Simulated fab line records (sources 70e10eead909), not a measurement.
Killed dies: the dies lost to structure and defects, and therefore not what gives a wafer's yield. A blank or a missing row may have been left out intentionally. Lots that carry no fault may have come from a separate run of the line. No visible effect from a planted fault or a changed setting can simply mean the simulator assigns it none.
The tool behind it: which one? + flow nand_harc + 24 lots, 72 wafers sampled, at 3 steps of a route of 1302

== WHAT THE GAUGES SHOWED, per wafer ==
NHARC_A_M1_OVL_MEAS_10: pitch 240 nm. Usual: overlay_x_nm -0.1 nm, standard deviation 0.99; overlay_y_nm 0.1 nm, standard deviation 0.97.
| lot  | measured     | on         | overlay_x_nm (nm) | overlay_y_nm (nm) | flag |
|------|--------------|------------|-------------------|-------------------|------|
| L074 | day 22 14:39 | overlay-01 | -0.6 -0.9 -1.4    | 1.7 1.3 1.5       |      |
| L076 | day 23 12:05 | overlay-02 | 0.9 0.9 0.6       | -1.2 -1.2 -0.8    |      |
| L075 | day 23 12:26 | overlay-02 | 2.6 1.8 1.3       | -0.9 -1.0 -1.7    |      |
| L077 | day 24 03:21 | overlay-01 | 0.1 0.3 0.6       | -1.4 -1.2 -1.4    |      |
| L078 | day 24 13:43 | overlay-02 | 0.9 1.0 0.5       | 1.3 1.3 1.1       |      |
| L079 | day 25 14:46 | overlay-01 | -1.4 -1.1 -1.4    | 1.3 1.7 1.2       |      |
| L080 | day 25 23:11 | overlay-01 | -1.3 -1.7 -0.9    | -0.3 -0.3 -0.4    |      |
| L081 | day 26 06:49 | overlay-02 | -0.1 0.1 0.0      | 1.0 1.3 0.7       |      |
| L082 | day 26 07:32 | overlay-01 | -0.7 -0.1 -0.1    | -0.7 -1.3 -0.6    |      |
| L083 | day 27 03:25 | overlay-02 | 0.1 0.5 0.2       | -0.6 0.2 0.0      |      |
| L084 | day 27 08:36 | overlay-01 | -2.2 -1.5 -2.5    | 1.5 0.9 1.3       |      |
| L085 | day 27 11:13 | overlay-01 | -0.8 -1.0 -1.4    | 0.4 0.2 0.9       |      |
| L086 | day 27 17:36 | overlay-02 | 0.1 0.4 -0.3      | -0.8 -1.0 -0.7    |      |
| L087 | day 28 09:44 | overlay-01 | 1.6 1.8 2.2       | 0.4 -0.1 0.0      |      |
| L088 | day 28 20:53 | overlay-01 | -0.8 -0.6 -0.4    | 0.4 0.9 0.8       |      |
| L089 | day 29 00:54 | overlay-02 | -1.4 -0.8 -1.2    | 0.8 0.7 0.9       |      |
| L090 | day 29 03:02 | overlay-01 | 1.0 0.8 0.8       | 0.0 0.0 0.2       |      |
| L091 | day 30 21:23 | overlay-01 | 0.5 0.7 0.6       | 0.5 0.5 0.8       |      |
| L092 | day 30 21:54 | overlay-01 | -0.7 -0.3 0.0     | -0.6 -0.4 -0.5    |      |
| L093 | day 31 02:28 | overlay-01 | -0.3 -0.9 -0.8    | 0.7 0.6 0.6       |      |
| L094 | day 31 03:01 | overlay-02 | -0.1 -0.1 0.3     | -0.4 0.1 0.0      |      |
| L095 | day 31 23:05 | overlay-02 | 0.0 0.2 0.2       | 0.6 1.4 0.2       |      |
| L097 | day 32 12:50 | overlay-02 | 0.9 1.3 0.7       | -1.3 -1.2 -0.8    |      |
| L096 | day 32 14:33 | overlay-02 | 0.2 0.2 -0.5      | -0.8 -0.6 -0.3    |      |

NHARC_A_M1_CD_MEAS_16. Usual: 120.1 nm for cd_nm, sd 0.79.
| lot  | measured     | on        | cd_nm (nm)        | flag |
|------|--------------|-----------|-------------------|------|
| L074 | day 22 15:03 | cd_sem-02 | 119.0 118.9 119.6 |      |
| L076 | day 23 12:30 | cd_sem-01 | 119.9 120.7 119.8 |      |
| L075 | day 23 12:50 | cd_sem-01 | 119.0 121.0 120.1 |      |
| L077 | day 24 04:05 | cd_sem-03 | 119.8 118.5 120.4 |      |
| L078 | day 24 14:10 | cd_sem-01 | 120.0 120.3 121.5 |      |
| L079 | day 25 15:10 | cd_sem-02 | 119.1 119.5 119.7 |      |
| L080 | day 25 23:35 | cd_sem-02 | 120.5 119.8 120.4 |      |
| L081 | day 26 07:13 | cd_sem-02 | 120.7 119.6 120.1 |      |
| L082 | day 26 07:56 | cd_sem-02 | 119.7 120.6 120.4 |      |
| L083 | day 27 03:49 | cd_sem-03 | 119.0 120.3 120.7 |      |
| L084 | day 27 09:02 | cd_sem-01 | 119.4 119.8 118.6 |      |
| L085 | day 27 11:37 | cd_sem-03 | 120.1 120.4 120.4 |      |
| L086 | day 27 18:00 | cd_sem-03 | 120.5 121.6 120.8 |      |
| L087 | day 28 10:08 | cd_sem-03 | 119.5 119.3 119.4 |      |
| L088 | day 28 21:18 | cd_sem-01 | 119.1 121.1 121.1 |      |
| L089 | day 29 01:18 | cd_sem-03 | 119.7 120.2 119.3 |      |
| L090 | day 29 03:26 | cd_sem-01 | 121.4 121.0 121.5 |      |
| L091 | day 30 21:47 | cd_sem-01 | 119.9 119.7 119.3 |      |
| L092 | day 30 22:18 | cd_sem-02 | 121.3 119.9 120.7 |      |
| L093 | day 31 02:52 | cd_sem-02 | 120.5 121.3 120.4 |      |
| L094 | day 31 03:25 | cd_sem-02 | 121.0 120.0 121.0 |      |
| L095 | day 31 23:29 | cd_sem-02 | 120.7 120.2 120.7 |      |
| L097 | day 32 13:14 | cd_sem-01 | 121.8 120.0 120.2 |      |
| L096 | day 32 14:58 | cd_sem-01 | 118.6 118.5 118.3 |      |

== EACH LOT AND THE TOOL THAT RAN IT (in order: tool; ch and the chambers of the sampled wafers; start) ==
| lot  | NHARC_A_M0_DESCUM_14               |
|------|------------------------------------|
| L074 | rie_diel-11 ch 0,3, day 22 10:28   |
| L076 | rie_diel-03 ch 0,1, day 23 08:17   |
| L075 | rie_diel-11 ch 0,1, day 23 08:35   |
| L077 | rie_diel-03 ch 0,1,3, day 23 23:31 |
| L078 | rie_diel-03 ch 0,1, day 24 09:35   |
| L079 | rie_diel-11 ch 0,1, day 25 10:35   |
| L080 | rie_diel-05 ch 1,2,3, day 25 19:15 |
| L081 | rie_diel-11 ch 0,3, day 26 02:49   |
| L082 | rie_diel-11 ch 0,1,2, day 26 03:33 |
| L083 | rie_diel-05 ch 0,2,3, day 26 23:36 |
| L084 | rie_diel-11 ch 1,2, day 27 04:38   |
| L085 | rie_diel-11 ch 1,2,3, day 27 06:49 |
| L086 | rie_diel-05 ch 0,1, day 27 11:38   |
| L087 | rie_diel-05 ch 0,2,3, day 28 05:54 |
| L088 | rie_diel-11 ch 1,2, day 28 16:54   |
| L089 | rie_diel-05 ch 0,1,3, day 28 20:50 |
| L090 | rie_diel-03 ch 1,2, day 28 23:08   |
| L091 | rie_diel-11 ch 0,2, day 30 17:27   |
| L092 | rie_diel-05 ch 0,1,3, day 30 18:01 |
| L093 | rie_diel-03 ch 1,2, day 30 22:31   |
| L094 | rie_diel-11 ch 1,2, day 30 23:02   |
| L095 | rie_diel-05 ch 0,1,3, day 31 18:33 |
| L097 | rie_diel-05 ch 0,2, day 32 08:59   |
| L096 | rie_diel-11 ch 0,2,3, day 32 10:37 |
- NHARC_A_M0_DESCUM_14: chemistry O2, time 3 s.

== AS READ BY THE TOOLS THEMSELVES (means over the sampled wafers that have a number; for cases with no such wafer, the mark the record gives instead) ==
NHARC_A_M0_DESCUM_14. Usual: drypump_motor_current_A 5.6 A, standard deviation 0.35; oes_product_au 0.997 a.u., standard deviation 0.0091; rf_vpp_V 57.7 V, standard deviation 0.9; showerhead_plenum_p_Torr 1.92 Torr, standard deviation 0.08; throttle_valve_pct 11.312 %, standard deviation 0.0091.
| lot  | tool        | drypump_motor_current_A (A) | oes_product_au (a.u.) | rf_vpp_V (V) | showerhead_plenum_p_Torr (Torr) | throttle_valve_pct (%) | flag |
|------|-------------|-----------------------------|-----------------------|--------------|---------------------------------|------------------------|------|
| L074 | rie_diel-11 | 5.8                         | 0.992                 | 57.5         | 1.85                            | 11.310                 |      |
| L076 | rie_diel-03 | 5.7                         | 0.993                 | 57.8         | 1.88                            | 11.314                 |      |
| L075 | rie_diel-11 | 5.6                         | 1.002                 | 58.0         | 1.97                            | 11.317                 |      |
| L077 | rie_diel-03 | 5.5                         | 0.993                 | 58.5         | 1.92                            | 11.315                 |      |
| L078 | rie_diel-03 | 5.5                         | 0.982                 | 58.9         | 1.95                            | 11.313                 |      |
| L079 | rie_diel-11 | 5.6                         | 1.005                 | 57.4         | 1.97                            | 11.310                 |      |
| L080 | rie_diel-05 | 5.7                         | 1.006                 | 57.0         | 1.93                            | 11.319                 |      |
| L081 | rie_diel-11 | 5.7                         | 0.991                 | 57.0         | 1.85                            | 11.311                 |      |
| L082 | rie_diel-11 | 5.5                         | 1.011                 | 58.0         | 1.92                            | 11.311                 |      |
| L083 | rie_diel-05 | 5.7                         | 0.997                 | 58.7         | 1.95                            | 11.318                 |      |
| L084 | rie_diel-11 | 5.5                         | 1.001                 | 58.3         | 1.97                            | 11.304                 |      |
| L085 | rie_diel-11 | 5.6                         | 0.993                 | 57.4         | 1.89                            | 11.306                 |      |
| L086 | rie_diel-05 | 5.3                         | 0.997                 | 58.2         | 2.01                            | 11.314                 |      |
| L087 | rie_diel-05 | 5.7                         | 0.999                 | 57.5         | 1.95                            | 11.319                 |      |
| L088 | rie_diel-11 | 5.4                         | 0.990                 | 57.7         | 1.91                            | 11.310                 |      |
| L089 | rie_diel-05 | 5.6                         | 0.996                 | 58.3         | 1.99                            | 11.310                 |      |
| L090 | rie_diel-03 | 6.3                         | 0.994                 | 57.6         | 1.89                            | 11.308                 |      |
| L091 | rie_diel-11 | 5.5                         | 0.990                 | 58.2         | 1.87                            | 11.312                 |      |
| L092 | rie_diel-05 | 5.6                         | 0.999                 | 58.3         | 1.99                            | 11.313                 |      |
| L093 | rie_diel-03 | 6.3                         | 1.005                 | 57.3         | 1.89                            | 11.308                 |      |
| L094 | rie_diel-11 | 5.5                         | 0.994                 | 57.7         | 1.97                            | 11.310                 |      |
| L095 | rie_diel-05 | 5.7                         | 0.992                 | 57.9         | 1.99                            | 11.307                 |      |
| L097 | rie_diel-05 | 5.5                         | 1.000                 | 56.6         | 1.90                            | 11.309                 |      |
| L096 | rie_diel-11 | 5.6                         | 0.994                 | 57.6         | 1.84                            | 11.317                 |      |

== THE ANSWER, worked out from the rows above alone ==
Rule: a lot counts as off when the mean over its wafers that have a number is more than 3 standard deviations away from the usual mean. A lot without any number at a reading at which 4 lots or more have one is off too. The other lots that the step has rows for count as sound. After the gauges, taken in route order, come the tools' own readings; for these a lot's mean is taken, as printed above. The first step at which some lot is off is used, and at that step the reading that is off furthest; a lot without a number counts as furthest.
None of the lots is off at any reading shown; this tells nothing.

== WHAT THE SIMULATOR HAD PUT IN ==
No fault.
